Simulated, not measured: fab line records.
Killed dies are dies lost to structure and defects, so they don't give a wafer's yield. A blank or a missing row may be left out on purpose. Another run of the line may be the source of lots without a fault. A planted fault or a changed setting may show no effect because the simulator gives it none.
fab line records	flow nandHarc	part 1 of 2: steps 1 to 20 of 30
record: lots: 5	wafers: 15	lastDay: 24
route steps=1159 shown A_CHANNEL_HOLE_D1@488 A_CHANNEL_FILL_D1@490 A_STAIRCASE@519
lots untouched by any fault: they come from a run of this same line in which no faults occurred
startH: the number of hours between the record's first day and the start of the first shown wafer of the lot	waitH: hours elapsed since this lot's preceding step	" identical to the entry in the row above	L1.1+2: one row covering several wafers at once	- no value, or no start was given	* or withheld: withheld	< > ~ a bound
route shown NAME@n: names a module that has steps shown in the file, with the first one's number in the route	usual: mean/standard deviation taken from wafers without a fault	same: alike in all rows	chamber/n: place in a boat	sites: each site's reading	_std_site: the standard deviation of these	_edge_site: mean of outer sites minus mean of inner sites	radiusMm: how far each site lies from the wafer's centre	mask NAME#n: copy n	behind: the last tool/chamber to shape the wafer	hold: reason for holding the lot/hours on hold/outcome of the hold	device: the transistor (n, p or np) that didn't switch	end of line: the tests these same wafers got at the end of their route	step lacking rows: just its recipe	killed: count of dies lost to structure and defects at first sort (not the wafer's yield)	map: a wafer's dies, marking killed ones x, the rest . and places with no die _
set.NAME: the setting as run; set.NAME@STEP: as run at that earlier step	model.NAME: the simulator's own value behind a step, which no gauge read
certain route steps with their lots: each step a table, each wafer a row
services: from which hour (startH, from the record's first day; less than 0 if before it) a tool's chamber was out of use, for how many hours, and why
== steps ==
step: NHARC_A_CHANNEL_HOLE_D1_XSEM_31
recipe: landingEnergyEv: 35000
usual: botCdNm: 75.3/1.3	bowNm: 8.67/0.27	tiltDeg: 0.08/0.044
lot.wafer	tool	chamber	startH	waitH	botCdNm	bowNm	tiltDeg
L076.2	xsem-02	0	191.53	0.1	76.2	9.17	0.09
L076.3	"	0	"	"	74.8	9.12	0.09
L076.6	"	0	"	"	74.8	9.19	0.09
L084.2	xsem-02	0	243.87	0.1	76.1	8.44	0.10
L084.3	"	0	"	"	76.1	8.42	0.10
L084.6	"	0	"	"	76.1	8.45	0.10
L088.1	xsem-02	0	263.55	0.1	76.5	8.68	0.05
L088.3	"	0	"	"	78.3	8.71	0.05
L088.5	"	0	"	"	77.3	8.75	0.05
L094.1	xsem-01	0	300.05	0.1	73.6	8.81	0.11
L094.2	"	0	"	"	74.3	8.73	0.11
L094.5	"	0	"	"	76.4	8.71	0.11
L096.2	xsem-01	0	320.77	0.1	76.0	8.93	0.05
L096.3	"	0	"	"	75.3	9.00	0.06
L096.5	"	0	"	"	76.8	9.01	0.06
step: NHARC_A_CHANNEL_HOLE_D1_INSPECT_40
usual: rawDefectCount: 61/22
lot.wafer	tool	chamber	startH	waitH	rawDefectCount
L076.2	defectInspect-02	-	191.63	-	42
L076.3	"	-	"	"	40
L076.6	"	-	"	"	56
L084.2	defectInspect-01	-	243.97	-	49
L084.3	"	-	"	"	46
L084.6	"	-	"	"	46
L088.1	defectInspect-01	-	263.64	-	72
L088.3	"	-	"	"	56
L088.5	"	-	"	"	48
L094.1	defectInspect-01	-	300.15	-	95
L094.2	"	-	"	"	95
L094.5	"	-	"	"	57
L096.2	defectInspect-02	-	320.87	-	76
L096.3	"	-	"	"	55
L096.5	"	-	"	"	62
step: NHARC_A_CHANNEL_FILL_D1_PRECLEAN_00
recipe: timeS: *	tempC: 50	bathAgeMin: 0	chemistry: SC1
usual: sc1H2o2EndMolL: 0.3698/0.00071
lot.wafer	tool	chamber	startH	waitH	sc1H2o2EndMolL
L076.6	wetBench-05	2	191.68	0.0	0.3716
L076.3	"	4	"	"	0.3705
L076.2	"	5	"	"	0.3692
L084.6	wetBench-04	5	244.02	0.1	0.3702
L084.2	"	7	"	"	0.3693
L084.3	"	0	"	"	0.3688
L088.5	wetBench-04	2	263.70	0.0	0.3702
L088.3	"	5	"	"	0.3715
L088.1	"	7	"	"	0.3682
L094.1	wetBench-04	1	300.21	0.1	0.3699
L094.5	"	2	"	"	0.3708
L094.2	"	3	"	"	0.3703
L096.5	wetBench-07	0	320.92	0.0	0.3697
L096.2	"	3	"	"	0.3689
L096.3	"	5	"	"	0.3708
step: NHARC_A_CHANNEL_FILL_D1_SRD_01
lot.wafer	tool	chamber	startH	waitH
L076.6+3+2	wetBench-05	2,4,5	-	-
L084.6+2+3	wetBench-04	5,7,0	-	-
L088.5+3+1	wetBench-04	2,5,7	-	-
L094.1+5+2	wetBench-04	1,2,3	-	-
L096.5+2+3	wetBench-07	0,3,5	320.99	0.1
step: NHARC_A_CHANNEL_FILL_D1_ALD_02
recipe: targetThkA: 60	pulseTimeS: 10	aldCycles: 60	tempC: 300	material: SiO2
usual: heaterPowerW: 478/42	precursorPulseHeightRel: 0.997/0.02
lot.wafer	tool	chamber	startH	waitH	heaterPowerW	precursorPulseHeightRel
L076.3	aldHk-02	1	193.18	-	473	1.005
L076.2	"	3	"	"	437	1.009
L076.6	"	1	"	"	487	1.025
L084.3	aldHk-01	3	244.24	-	502	1.024
L084.2	"	0	"	"	409	0.999
L084.6	"	2	"	"	511	0.998
L088.3	aldHk-04	3	264.97	-	514	0.980
L088.1	"	1	"	"	502	1.017
L088.5	"	0	"	"	517	1.008
L094.1	aldHk-01	0	300.49	-	422	0.976
L094.2	"	1	"	"	439	0.983
L094.5	"	3	"	"	501	0.943
L096.2	aldHk-01	3	323.35	2.4	507	1.013
L096.3	"	0	"	"	425	1.010
L096.5	"	2	"	"	525	1.011
step: NHARC_A_CHANNEL_FILL_D1_ALD_03
recipe: targetThkA: 60	pulseTimeS: 60	aldCycles: 58	tempC: 630	pressureTorr: 2	material: SiNx
usual: chamberPressureTorr: 2.001/0.0051	precursorPulseHeightRel: 1.000/0.02
lot.wafer	tool	chamber	startH	waitH	chamberPressureTorr	precursorPulseHeightRel
L076.2	aldSinBatch-02	0	-	-	2.003	1.015
L076.3	"	0	"	"	2.006	0.976
L076.6	"	0	"	"	2.000	1.025
L084.2	aldSinBatch-01	0	-	-	2.002	0.935
L084.3	"	0	"	"	2.009	1.008
L084.6	"	0	"	"	2.009	0.968
L088.1	aldSinBatch-01	0	-	-	1.992	0.969
L088.3	"	0	"	"	1.993	0.984
L088.5	"	0	"	"	1.994	0.968
L094.1	aldSinBatch-02	0	-	-	2.004	1.013
L094.2	"	0	"	"	2.001	0.981
L094.5	"	0	"	"	1.992	0.990
L096.2	aldSinBatch-01	0	-	-	2.005	1.013
L096.3	"	0	"	"	1.999	1.007
L096.5	"	0	"	"	2.008	1.015
step: NHARC_A_CHANNEL_FILL_D1_ALD_14
recipe: targetThkA: 25	pulseTimeS: 10	aldCycles: 25	tempC: 300	material: SiO2
usual: heaterPowerW: 478/41	precursorPulseHeightRel: 1.003/0.019
lot.wafer	tool	chamber	startH	waitH	heaterPowerW	precursorPulseHeightRel
L076.2	aldHk-04	1	204.82	4.2	490	0.996
L076.3	"	3	"	"	499	0.976
L076.6	"	0	"	"	520	1.013
L084.2	aldHk-02	0	251.14	0.0	400	1.000
L084.3	"	3	"	"	433	1.010
L084.6	"	1	"	"	487	0.998
L088.3	aldHk-01	1	272.42	0.1	445	0.991
L088.1	"	2	"	"	523	1.007
L088.5	"	0	"	"	421	0.995
L094.2	aldHk-04	3	307.51	0.4	515	1.021
L094.1	"	2	"	"	440	1.048
L094.5	"	3	"	"	515	0.982
L096.2	aldHk-01	1	331.38	1.3	451	0.994
L096.3	"	3	"	"	503	0.967
L096.5	"	1	"	"	458	1.043
step: NHARC_A_CHANNEL_FILL_D1_ALD_15
recipe: targetThkA: 20	pulseTimeS: 60	aldCycles: 19	tempC: 630	pressureTorr: 2	material: SiNx
usual: chamberPressureTorr: 2.000/0.0046	precursorPulseHeightRel: 0.999/0.02
lot.wafer	tool	chamber	startH	waitH	chamberPressureTorr	precursorPulseHeightRel
L076.2	aldSinBatch-02	0	208.09	3.2	1.994	1.014
L076.3	"	0	"	"	2.000	1.004
L076.6	"	0	"	"	1.999	0.994
L084.2	aldSinBatch-02	0	-	-	1.999	0.999
L084.3	"	0	"	"	1.993	0.991
L084.6	"	0	"	"	2.001	1.026
L088.1	aldSinBatch-03	0	-	-	1.996	1.026
L088.3	"	0	"	"	1.997	1.000
L088.5	"	0	"	"	1.998	1.010
L094.1	aldSinBatch-01	0	-	-	2.005	1.027
L094.2	"	0	"	"	2.006	1.011
L094.5	"	0	"	"	2.002	0.990
L096.2	aldSinBatch-01	0	-	-	1.997	1.004
L096.3	"	0	"	"	2.002	0.992
L096.5	"	0	"	"	2.004	0.988
step: NHARC_A_CHANNEL_FILL_D1_ALD_16
recipe: targetThkA: 15	pulseTimeS: 10	aldCycles: 15	tempC: 300	material: SiO2
usual: heaterPowerW: 475/42	precursorPulseHeightRel: 0.999/0.018
lot.wafer	tool	chamber	startH	waitH	heaterPowerW	precursorPulseHeightRel
L076.3	aldHk-04	2	210.19	0.1	444	0.998
L076.2	"	3	"	"	514	0.976
L076.6	"	0	"	"	511	0.981
L084.2	aldHk-04	0	256.34	0.1	514	1.020
L084.3	"	1	"	"	496	0.986
L084.6	"	0	"	"	514	1.019
L088.3	aldHk-04	3	277.61	0.1	517	1.007
L088.1	"	1	"	"	478	1.005
L088.5	"	2	"	"	438	0.997
L094.2	aldHk-04	3	312.75	0.1	516	0.992
L094.1	"	0	"	"	512	1.021
L094.5	"	2	"	"	451	1.025
L096.2	aldHk-01	1	336.54	0.1	460	0.976
L096.3	"	2	"	"	528	1.013
L096.5	"	0	"	"	422	0.980
step: NHARC_A_CHANNEL_FILL_D1_ANNEAL_17
recipe: tempC: 850	timeS: 1800
usual: spikeTcBottomC: 868/4.6	spikeTcUpperC: 848.1/1.3	tube_center_temp_C_max: 852.2/0.34	zonePowerBottomPct: 23.7/2.9
lot.wafer	tool	chamber	startH	waitH	spikeTcBottomC	spikeTcUpperC	tube_center_temp_C_max	zonePowerBottomPct
L076.2	furnace-05	0	213.30	-	870	846.9	851.6	21.6
L076.3	"	0	"	"	873	846.7	852.0	21.4
L076.6	"	0	"	"	871	847.6	852.7	21.4
L084.2	furnace-05	0	259.64	-	872	846.2	851.8	21.8
L084.3	"	0	"	"	871	848.0	851.9	21.7
L084.6	"	0	"	"	870	847.9	852.3	21.4
L088.1	furnace-05	0	280.89	3.1	872	847.4	852.3	21.3
L088.3	"	0	"	"	870	848.0	852.4	21.8
L088.5	"	0	"	"	869	847.2	852.1	21.7
L094.1	furnace-05	0	316.63	-	872	847.3	852.7	22.1
L094.2	"	0	"	"	870	844.9	852.1	21.8
L094.5	"	0	"	"	871	849.6	851.7	21.9
L096.2	furnace-08	0	339.68	-	863	849.5	851.8	27.9
L096.3	"	0	"	"	862	848.6	853.1	27.4
L096.5	"	0	"	"	860	848.4	852.4	28.7
step: NHARC_A_CHANNEL_FILL_D1_CVD_18
recipe: targetThkA: 30	tempC: 550	material: poly-Si
usual: spikeTcBottomC: 569.4/2.2	spikeTcUpperC: 549.9/1.1	zonePowerBottomPct: 10.1/0.8
lot.wafer	tool	chamber	startH	waitH	spikeTcBottomC	spikeTcUpperC	zonePowerBottomPct
L076.2	lpcvdPoly-04	0	219.69	-	565.9	550.3	10.3
L076.3	"	0	"	"	567.8	550.8	10.3
L076.6	"	0	"	"	567.0	550.7	10.4
L084.2	lpcvdPoly-04	0	265.98	-	568.4	551.0	10.4
L084.3	"	0	"	"	567.5	548.9	10.5
L084.6	"	0	"	"	567.2	551.0	10.4
L088.1	lpcvdPoly-01	0	287.48	-	566.6	548.8	9.0
L088.3	"	0	"	"	569.8	551.0	9.1
L088.5	"	0	"	"	568.4	549.6	9.1
L094.1	lpcvdPoly-03	0	323.21	-	573.5	549.1	10.9
L094.2	"	0	"	"	571.1	547.5	10.8
L094.5	"	0	"	"	571.4	549.0	10.8
L096.2	lpcvdPoly-03	0	346.22	-	572.3	551.5	11.0
L096.3	"	0	"	"	571.7	549.5	10.9
L096.5	"	0	"	"	571.3	551.5	10.8
step: NHARC_A_CHANNEL_FILL_D1_ETCHBACK_19
recipe: targetDepthA: 50	timeS: 1.7	hbrFlowSccm: 150	cl2FlowSccm: 50	rfW: 400	icpW: 400	biasW: 100	chemistry: HBr/Cl2
usual: chamberPressureMTorr: 15.000/0.015	drypumpMotorCurrentA: 5.8/0.51	oesProductAu: 1.000/0.0096	throttleValvePct: 26.405/0.0094
lot.wafer	tool	chamber	startH	waitH	chamberPressureMTorr	drypumpMotorCurrentA	oesProductAu	rfHoursCounterH	throttleValvePct
L076.2	rieSi-03	3	221.78	0.4	14.986	6.5	1.002	0.6	26.393
L076.3	"	2	"	"	14.997	5.9	1.007	0.6	26.390
L076.6	"	3	"	"	14.988	6.5	1.011	-	26.416
L084.3	rieSi-03	1	268.03	0.4	15.003	5.2	1.002	0.8	26.401
L084.2	"	3	"	"	15.002	6.5	0.984	0.9	26.409
L084.6	"	1	"	"	14.996	5.2	1.001	-	26.414
L088.3	rieSi-01	1	289.54	0.4	14.998	5.2	1.020	0.9	26.418
L088.1	"	2	"	"	14.998	5.9	1.015	1.4	26.401
L088.5	"	0	"	"	14.981	5.0	1.008	-	26.399
L094.1	rieSi-03	2	325.26	0.4	14.993	5.9	1.000	1.6	26.399
L094.2	"	0	"	"	14.977	6.2	0.995	1.0	26.413
L094.5	"	2	"	"	14.982	5.9	1.001	-	26.404
L096.2	rieSi-06	1	348.30	0.4	14.992	6.3	0.995	1.7	26.413
L096.3	"	2	"	"	15.005	6.3	0.990	1.6	26.419
L096.5	"	0	"	"	15.004	5.3	1.003	-	26.415
step: NHARC_A_CHANNEL_FILL_D1_ETCHBACK_20
recipe: targetDepthA: 270	timeS: 13.5	c4f8FlowSccm: withheld	o2FlowSccm: 8	arFlowSccm: withheld	rfW: 600	biasW: 1500	chemistry: C4F8/O2/Ar
usual: chamberPressureMTorr: 25.003/0.024	oesProductAu: 0.97/0.038	rfVppV: 976/4.7
lot.wafer	tool	chamber	startH	waitH	chamberPressureMTorr	oesProductAu	rfHoursCounterH	rfVppV
L076.3	rieDiel-09	0	221.91	-	24.971	0.92	5.2	970
L076.2	"	2	"	"	25.002	0.92	4.8	976
L076.6	"	1	"	"	24.998	0.93	-	980
L084.2	rieDiel-09	3	268.15	-	24.993	1.01	0.0	974
L084.3	"	2	"	"	25.006	1.00	0.1	977
L084.6	"	3	"	"	24.988	1.02	-	973
L088.3	rieDiel-11	3	289.65	-	24.959	1.00	2.0	981
L088.1	"	0	"	"	25.031	1.00	2.1	975
L088.5	"	0	"	"	25.033	1.00	-	976
L094.2	rieDiel-11	0	325.37	-	24.998	0.95	2.8	977
L094.1	"	3	"	"	25.031	0.95	2.8	980
L094.5	"	1	"	"	25.024	0.98	-	968
L096.2	rieDiel-11	2	348.43	-	24.970	0.92	3.0	983
L096.3	"	3	"	"	24.982	0.90	3.5	979
L096.5	"	2	"	"	25.014	0.91	-	982
step: NHARC_A_CHANNEL_FILL_D1_STRIP_28
recipe: timeS: 20	o2FlowSccm: 500	arFlowSccm: 0	biasW: 0	chemistry: O2
usual: chamberPressureMTorr: 60.00/0.055	drypumpMotorCurrentA: 5.4/0.35	oesProductAu: 0.997/0.0096	rfVppV: 57.7/0.81	showerheadPlenumPTorr: 3.48/0.12	throttleValvePct: 17.036/0.0097
lot.wafer	tool	chamber	startH	waitH	chamberPressureMTorr	drypumpMotorCurrentA	oesProductAu	rfHoursCounterH	rfVppV	showerheadPlenumPTorr	throttleValvePct
L076.2	rieDiel-09	2	222.00	0.1	59.96	5.0	0.990	4.8	57.4	3.50	17.041
L076.3	"	3	"	"	60.07	5.2	1.009	4.9	56.5	3.42	17.040
L076.6	"	2	"	"	59.96	5.0	0.988	-	57.6	3.50	17.041
L084.2	rieDiel-09	2	268.25	0.1	59.99	5.0	1.000	0.1	58.9	3.50	17.038
L084.3	"	3	"	"	60.01	5.1	1.008	0.0	57.6	3.42	17.029
L084.6	"	3	"	"	60.01	5.1	1.008	-	56.5	3.42	17.033
L088.3	rieDiel-11	2	289.74	0.1	60.03	5.6	0.999	2.0	56.9	3.66	17.020
L088.1	"	1	"	"	59.98	5.5	1.012	2.1	57.5	3.32	17.042
L088.5	"	2	"	"	59.96	5.6	0.995	-	57.3	3.66	17.041
L094.1	rieDiel-11	0	325.48	0.1	59.97	5.8	0.993	2.8	57.6	3.48	17.026
L094.2	"	3	"	"	59.98	5.1	0.989	2.8	57.8	3.58	17.035
L094.5	"	1	"	"	60.08	5.5	0.999	-	57.5	3.31	17.037
L096.3	rieDiel-11	3	348.53	0.1	60.14	5.1	0.981	3.5	59.1	3.58	17.020
L096.2	"	0	"	"	59.89	5.8	1.002	3.6	57.2	3.48	17.014
L096.5	"	2	"	"	60.06	5.6	0.996	-	58.6	3.66	17.027
step: NHARC_A_CHANNEL_FILL_D1_PRECLEAN_21
recipe: timeS: 30	chemistry: dHF
lot.wafer	tool	chamber	startH	waitH
L076.3+6+2	wetBench-07	3,4,7	222.10	-
L084.3+2+6	wetBench-04	1,3,5	268.35	-
L088.1+5+3	wetBench-04	1,2,3	289.84	-
L094.5+2+1	wetBench-04	6,7,2	325.59	-
L096.5+3+2	wetBench-05	6,0,2	348.63	-
step: NHARC_A_CHANNEL_FILL_D1_SRD_23
lot.wafer	tool	chamber	startH	waitH
L076.3+6+2	wetBench-07	3,4,7	222.12	0.0
L084.3+2+6	wetBench-04	1,3,5	268.37	0.0
L088.1+5+3	wetBench-04	1,2,3	289.87	0.0
L094.5+2+1	wetBench-04	6,7,2	325.62	0.0
L096.5+3+2	wetBench-05	6,0,2	348.66	0.0
step: NHARC_A_CHANNEL_FILL_D1_CVD_05
recipe: targetThkA: 50	tempC: 550	material: poly-Si
usual: spikeTcBottomC: 569.8/2.3	spikeTcUpperC: 549.7/0.97	zonePowerBottomPct: 10.4/0.65
lot.wafer	tool	chamber	startH	waitH	spikeTcBottomC	spikeTcUpperC	zonePowerBottomPct
L076.2	lpcvdPoly-03	0	224.55	2.4	572.3	548.4	10.8
L076.3	"	0	"	"	569.8	548.7	10.9
L076.6	"	0	"	"	573.8	549.3	10.8
L084.2	lpcvdPoly-04	0	270.62	2.2	567.3	549.7	10.2
L084.3	"	0	"	"	567.6	550.3	10.7
L084.6	"	0	"	"	569.2	549.9	10.4
L088.1	lpcvdPoly-01	0	292.30	2.4	568.7	551.7	8.9
L088.3	"	0	"	"	569.2	550.3	8.9
L088.5	"	0	"	"	568.3	550.1	8.8
L094.1	lpcvdPoly-01	0	328.92	3.3	567.3	552.2	8.9
L094.2	"	0	"	"	569.2	549.7	9.0
L094.5	"	0	"	"	569.4	551.3	9.0
L096.2	lpcvdPoly-04	0	350.91	2.2	568.3	552.2	10.4
L096.3	"	0	"	"	568.5	550.2	10.6
L096.5	"	0	"	"	569.0	549.6	10.5
step: NHARC_A_CHANNEL_FILL_D1_ANNEAL_22
recipe: tempC: 620	timeS: 7200
usual: spikeTcBottomC: 640/4.7	spikeTcUpperC: 618.3/1.4	tube_center_temp_C_max: 621.60/0.26	zonePowerBottomPct: 13.0/1.7
lot.wafer	tool	chamber	startH	waitH	spikeTcBottomC	spikeTcUpperC	tube_center_temp_C_max	zonePowerBottomPct
L076.2	furnace-06	0	229.93	3.5	643	619.3	621.85	11.4
L076.3	"	0	"	"	643	618.1	621.49	11.5
L076.6	"	0	"	"	644	619.6	621.74	11.5
L084.2	furnace-08	0	275.71	3.3	634	618.8	621.28	14.7
L084.3	"	0	"	"	635	619.2	621.36	15.0
L084.6	"	0	"	"	634	618.6	621.63	15.1
L088.1	furnace-08	0	297.41	3.3	633	619.3	621.23	15.0
L088.3	"	0	"	"	633	618.8	621.57	14.9
L088.5	"	0	"	"	633	618.2	621.46	14.8
L094.1	furnace-05	0	334.03	3.3	644	617.0	621.44	11.5
L094.2	"	0	"	"	644	616.6	621.31	11.6
L094.5	"	0	"	"	644	616.4	621.12	11.8
L096.2	furnace-05	0	356.04	3.3	643	617.7	622.03	11.6
L096.3	"	0	"	"	644	616.9	621.60	11.7
L096.5	"	0	"	"	644	616.8	621.42	11.7
step: NHARC_A_CHANNEL_FILL_D1_ALD_25
recipe: targetThkA: 600	pulseTimeS: 10	aldCycles: 600	tempC: 300	material: SiOx
usual: heaterPowerW: 481/40	precursorPulseHeightRel: 1.000/0.02
lot.wafer	tool	chamber	startH	waitH	heaterPowerW	precursorPulseHeightRel
L076.2	aldHk-04	3	234.62	0.7	506	1.033
L076.3	"	0	"	"	520	1.021
L076.6	"	2	236.43	2.5	435	0.974
L084.2	aldHk-04	1	281.00	1.3	504	1.034
L084.3	"	3	283.46	3.8	515	0.941
L084.6	"	0	284.68	5.0	515	1.007
L088.1	aldHk-02	1	302.07	0.7	464	0.973
L088.3	"	2	"	"	515	1.001
L088.5	"	0	303.92	2.5	422	1.015
L094.2	aldHk-02	3	338.69	0.7	470	0.981
L094.1	"	0	"	"	421	1.012
L094.5	"	2	340.54	2.5	525	1.013
L096.3	aldHk-01	2	360.72	0.7	518	0.969
L096.2	"	3	"	"	513	0.973
L096.5	"	1	362.57	2.5	451	1.037
step: NHARC_A_CHANNEL_FILL_D1_ETCHBACK_08
recipe: targetDepthA: 2200	timeS: 110	c4f8FlowSccm: 20	arFlowSccm: withheld	rfW: 600	biasW: 300	chemistry: C4F8
usual: chamberPressureMTorr: 24.999/0.023	oesProductAu: 0.95/0.036	rfVppV: 439.9/2.2
lot.wafer	tool	chamber	startH	waitH	chamberPressureMTorr	oesProductAu	rfHoursCounterH	rfVppV
L076.2	rieDiel-11	2	-	-	24.973	1.00	1	442.3
L076.3	"	3	"	"	24.991	0.99	1	442.7
L076.6	"	2	"	"	24.987	1.00	-	442.2
L084.2	rieDiel-09	3	-	-	24.995	0.93	1	438.7
L084.3	"	1	"	"	24.980	0.93	1	441.2
L084.6	"	0	"	"	25.011	0.93	-	437.6
L088.3	rieDiel-11	2	-	-	24.966	0.93	2	444.4
L088.1	"	0	"	"	24.976	0.92	2	438.8
L088.5	"	3	"	"	24.983	0.91	-	440.6
L094.2	rieDiel-11	3	-	-	25.017	0.91	3	441.8
L094.1	"	1	"	"	25.011	0.93	3	437.0
L094.5	"	2	"	"	24.974	1.00	-	442.5
L096.3	rieDiel-11	3	-	-	24.990	0.91	4	441.4
L096.2	"	1	"	"	24.986	0.93	4	437.1
L096.5	"	3	"	"	25.002	0.92	-	442.8
